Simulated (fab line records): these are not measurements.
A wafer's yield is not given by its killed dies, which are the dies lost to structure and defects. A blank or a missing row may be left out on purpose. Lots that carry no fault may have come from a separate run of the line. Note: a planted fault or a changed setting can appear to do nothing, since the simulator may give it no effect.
Matching of chambers	flow n5-finfet	rie-diel-02 running N5_MOL_CONTACT_COAG_ETCHBACK_134: 4 sister chambers
The step etches SiO2 in CHF3, target depth 10 nm, time 6.7 s. 14 wafers are shown with their chamber, then 7 later ones without.

WAFERS WITH THEIR CHAMBER
wafer	chamber	showerhead-plenum-p-Torr (Torr)	rf-vpp-V (V)	drypump-motor-current-A (A)
L955.1	3	2.34	515	6.1
L955.3	1	2.32	508	6.3
L955.5	0	2.55	511	5.6
L957.1	0	2.55	511	5.6
L957.3	2	2.45	539	5.7
L957.5	1	2.31	507	6.3
L958.1	3	2.34	516	6.1
L958.2	0	2.55	511	5.5
L958.4	1	2.31	507	6.3
L966.1	1	2.31	508	6.4
L966.2	3	2.34	513	6.1
L966.5	0	2.54	511	5.5
L974.1	0	2.54	512	5.5
L974.2	1	2.30	507	6.3

SIGNATURES (averages over the wafers above)
reading	chamber 0	chamber 1	chamber 2	chamber 3	scatter within a chamber
showerhead-plenum-p-Torr	2.5460	2.3100	2.4500	2.3400	0.00566
rf-vpp-V	511.20	507.40	539.00	514.67	0.816
drypump-motor-current-A	5.540	6.320	5.700	6.100	0.0447
Rule: for a wafer and a chamber, the distance is found by dividing, reading by reading, the gap between the wafer's reading and the chamber's mean by the reading's scatter, squaring, summing and taking the root. The wafer belongs to the nearest chamber; if the next one is less than 2 further off, it can't be placed. The scatter: take each reading less its chamber's mean, square it, sum over the shown wafers, divide by the number of wafers less the number of chambers, and take the root.

WAFERS MISSING THEIR CHAMBER
wafer	showerhead-plenum-p-Torr (Torr)	rf-vpp-V (V)	drypump-motor-current-A (A)
L974.3	2.43	536	5.8
L975.1	2.33	514	6.1
L975.4	2.54	510	5.6
L975.5	2.33	514	6.1
L976.2	2.54	511	5.5
L976.4	2.30	506	6.3
L976.5	2.33	515	6.2

EACH ONE'S CHAMBER
wafer	from the rows above	in truth
L974.3	2	2
L975.1	3	3
L975.4	0	0
L975.5	3	3
L976.2	0	0
L976.4	1	1
L976.5	3	3
Correct placement for 7 of the 7. From these rows, 0 cannot be placed. Number placed wrongly: 0.
